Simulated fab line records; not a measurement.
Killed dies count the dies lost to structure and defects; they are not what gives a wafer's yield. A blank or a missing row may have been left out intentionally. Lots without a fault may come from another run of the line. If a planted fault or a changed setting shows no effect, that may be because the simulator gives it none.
A struck lot beside a sound one :: flow nand harc :: 19 out of 1159 route steps
Sound: the wafers L566.1, L566.3, L566.6. Wafers struck: L570.1, L570.3, L570.6. The cause is given at the end.
At each step with rows: each side's tool, then ch and its chambers, then its first start. Under that, the readings that differ: sound wafers :: struck wafers :: difference of the means :: sigmas: that difference in standard deviations of wafers without a fault.
alike: readings with means less than 2 such deviations apart, plus words and numbers identical on both sides. not compared: withheld readings, readings lacking a value on some wafer, bounds such as >300 that could conceal the same value, and numbers that have no deviation in the record and whose values overlap.
The two part at a step that has a row with sigmas, a row that says differs or no value, or rows on one side only. When numbers do not overlap yet have no deviation, they are printed without sigmas and do not part them. Lack of a reading on every wafer of one side parts them only where that side has two or more wafers.

NHARC_P_ZERO_WELL_CD_MEAS_37: target cd 720 nm.
  sound on cd sem-02 ch 0, day 4 03:51; struck on cd sem-01 ch 0, day 5 04:16
  alike: cd nm
then, 1 step without rows for these wafers: NHARC_P_ZERO_WELL_HARDBAKE_38 (time 80 s).
NHARC_P_ZERO_WELL_DESCUM_39: chemistry O2, time 3 s.
  sound on rie diel-12 ch 0,2,3, day 4 04:02; struck on rie diel-02 ch 0,1,2, day 5 04:26
  alike: drypump motor current A, mfc ar sccm, oes product au, rf vpp V, showerhead plenum p Torr, throttle valve pct
  not compared: rf hours counter h
then, 9 steps without rows for these wafers: NHARC_P_ZERO_WELL_IMPLANT_40; NHARC_P_ZERO_WELL_IMPLANT_59; NHARC_P_ZERO_WELL_IMPLANT_60; NHARC_P_ZERO_WELL_STRIP_41 (strips in SPM, time 840 s); NHARC_P_ZERO_WELL_DEHYDRATE_44 (time 120 s); NHARC_P_ZERO_WELL_HMDS_45 (time 30 s); NHARC_P_ZERO_WELL_COAT_46; NHARC_P_ZERO_WELL_SOFTBAKE_47 (time 95 s); NHARC_P_ZERO_WELL_EBR_48.
NHARC_P_ZERO_WELL_EXPOSE_49: exposes mask P HVPW, target cd 2000 nm.
  sound on krf scanner-01 ch 0, day 4 05:13; struck on krf scanner-04 ch 0, day 5 05:38
reading: mask
sound: P_HVPW#0 P_HVPW#0 P_HVPW#0
struck: P_HVPW_R1#0 P_HVPW_R1#0 P_HVPW_R1#0
difference: differs
sigmas: 

reading: exposure dose mJ cm2
sound: 22.668 22.655 22.705
struck: 22.637 22.602 22.649
difference: -0.047
sigmas: -2
then, 2 steps without rows for these wafers: NHARC_P_ZERO_WELL_PEB_50 (peb time 85 s); NHARC_P_ZERO_WELL_DEVELOP_51 (time 70 s).
NHARC_P_ZERO_WELL_CD_MEAS_52: target cd 2000 nm.
  sound on cd sem-01 ch 0, day 4 05:22; struck on cd sem-01 ch 0
reading: cd nm (nm)
sound: 2002.1 2001.2 2000.0
struck: 1914.4 1910.4 1912.4
difference: -88.7
sigmas: -40
  not compared: hold
NHARC_P_ZERO_WELL_DESCUM_54: chemistry O2, time 3 s.
  sound on rie diel-02 ch 2,3, day 4 05:32; struck on rie diel-12 ch 0,1,2, day 5 07:47
  alike: drypump motor current A, mfc ar sccm, oes product au, rf vpp V, showerhead plenum p Torr, throttle valve pct
  not compared: rf hours counter h, model.P_ZERO_WELL.cd nm
then, 2 steps without rows for these wafers: NHARC_P_ZERO_WELL_IMPLANT_55; NHARC_END_SORT_01.

WHERE THEY PART
First at NHARC_P_ZERO_WELL_EXPOSE_49; last, within this record, at NHARC_P_ZERO_WELL_CD_MEAS_52. Later steps at which nothing parts them and some readings are alike: NHARC_P_ZERO_WELL_DESCUM_54.

WHY: whatever the simulator had introduced
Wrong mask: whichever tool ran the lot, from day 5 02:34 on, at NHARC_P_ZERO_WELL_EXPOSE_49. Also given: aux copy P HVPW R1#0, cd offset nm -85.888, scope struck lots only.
